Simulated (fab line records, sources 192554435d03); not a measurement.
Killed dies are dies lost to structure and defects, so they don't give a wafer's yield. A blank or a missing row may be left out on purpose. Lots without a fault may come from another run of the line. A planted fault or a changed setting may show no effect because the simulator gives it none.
Which tool did it? | flow n5_finfet | 9 lots, 27 wafers sampled, at 6 steps of a route of 1938

WHAT THE GAUGES READ, wafer by wafer
N5_BEOL_M4_RC_MEAS_101.
lot  | measured     | on        | SS_N (mV/dec)
L289 | day 8 12:06  | prober-02 | 71.5 71.3 71.4
L290 | day 8 08:55  | prober-02 | 71.7 71.6 71.5
L292 | day 8 23:29  | prober-01 | 71.6 71.4 71.5
L303 | day 11 16:40 | prober-01 | 69.9 71.1 71.3
L305 | day 12 04:37 | prober-01 | 69.9 71.1 71.0
L307 | day 12 14:55 | prober-02 | 71.4 71.8 70.8
L309 | day 13 14:23 | prober-01 | 71.7 71.5 71.6
L311 | day 13 18:07 | prober-01 | 71.5 71.9 70.5
L312 | day 13 21:46 | prober-01 | 71.7 71.1 72.3

WHICH TOOL RAN EACH LOT (tool, then ch and the chambers of the sampled wafers, then the start)
lot  | N5_BEOL_M0_DEGAS_112         | N5_BEOL_M0_PRE_CLEAN_131         | N5_BEOL_M0_CO_CAP_123            | N5_BEOL_M1_PECVD_72             | N5_BEOL_M1_CMP_52
L289 | pvd_sputter-01, day 5 17:57  | cvd_co-01 ch 0,1,2, day 5 21:32  | cvd_co-01 ch 0,1,2, day 5 21:34  | pecvd-04 ch 0,2, day 5 21:55    | cmp-04 ch 0,2, day 6 15:31
L290 | pvd_sputter-02, day 6 05:38  | cvd_co-01 ch 0,1,2, day 6 08:54  | cvd_co-01 ch 0,1,2, day 6 08:56  | pecvd-03 ch 0,1,2, day 6 09:17  | cmp-02 ch 0,2,3, day 6 16:29
L292 | pvd_sputter-03, day 6 17:41  | cvd_co-01 ch 0,2, day 6 19:38    | cvd_co-01 ch 0,2, day 6 19:41    | pecvd-04 ch 1,2, day 6 20:02    | cmp-04 ch 0,1,3, day 7 04:50
L303 | pvd_sputter-02, day 9 10:02  | cvd_co-01 ch 1,2, day 9 11:58    | cvd_co-01 ch 1,2, day 9 12:00    | pecvd-04 ch 0,1, day 9 12:23    | cmp-01 ch 2,3, day 9 20:01
L305 | pvd_sputter-02, day 9 17:39  | cvd_co-01 ch 0,1,2, day 9 19:30  | cvd_co-01 ch 0,1,2, day 9 19:32  | pecvd-04 ch 0,1, day 9 19:55    | cmp-01 ch 0,2,3, day 10 05:44
L307 | pvd_sputter-01, day 10 06:32 | cvd_co-01 ch 0,1,2, day 10 10:03 | cvd_co-01 ch 0,1,2, day 10 10:05 | pecvd-03 ch 0,1,2, day 10 10:28 | cmp-02 ch 0,1,2, day 10 23:41
L309 | pvd_sputter-03, day 11 02:14 | cvd_co-01 ch 0,1, day 11 04:00   | cvd_co-01 ch 0,1, day 11 04:02   | pecvd-01 ch 0,1,2, day 11 04:23 | cmp-02 ch 0,2, day 11 13:14
L311 | pvd_sputter-02, day 11 12:34 | cvd_co-01 ch 0,1, day 11 14:15   | cvd_co-01 ch 0,1, day 11 14:17   | pecvd-01 ch 0,1,2, day 11 14:40 | cmp-04 ch 0,1,3, day 12 00:35
L312 | pvd_sputter-01, day 11 15:38 | cvd_co-01 ch 1,2, day 11 20:10   | cvd_co-01 ch 1,2, day 11 20:12   | pecvd-03 ch 0,1,2, day 11 20:33 | cmp-04 ch 0,2,3, day 12 06:54
- N5_BEOL_M0_DEGAS_112: time 60 s.
- N5_BEOL_M0_PRE_CLEAN_131: time 15 s.
- N5_BEOL_M0_CO_CAP_123: material Co, precursor CCTBA/H2, target thk 2 nm, time 102.1 s.
- N5_BEOL_M1_PECVD_72: deposits SiO2 from TEOS/O2, target thk 16 nm, time 18 s.
- N5_BEOL_M1_CMP_52: polishes, stops on SiOC, t overpolish 6.8 s, target thk 40 nm.

THE ANSWER, worked out from the rows above alone
Rule: what is usual is taken from the lots themselves. Put in order of their means at a reading, lots are off if they are a third of the lots or fewer, leave a main group of 4 or more, and stand apart from it by a gap of 3 or more times the standard deviation of the main group's means; of several such gaps the widest counts. A main group whose means are all the same, to the digits that the tables above print for the reading, isn't used. A lot without any number at a reading at which 4 lots or more have one is off too. The other lots that the step has rows for count as sound.
Off: L303, L305, at N5_BEOL_M4_RC_MEAS_101 (SS_N). The main group: mean 71.5 mV/dec, standard deviation 0.14.
A tool fits if, at a process step before that reading, it ran every lot that is off, and no sound lot after the first of them. The gauges at N5_BEOL_M4_RC_MEAS_101 are tried like those tools. Can't be told from this: 2 tools fit, pecvd-04 at N5_BEOL_M1_PECVD_72, cmp-01 at N5_BEOL_M1_CMP_52.

WHAT THE SIMULATOR HAD PUT IN
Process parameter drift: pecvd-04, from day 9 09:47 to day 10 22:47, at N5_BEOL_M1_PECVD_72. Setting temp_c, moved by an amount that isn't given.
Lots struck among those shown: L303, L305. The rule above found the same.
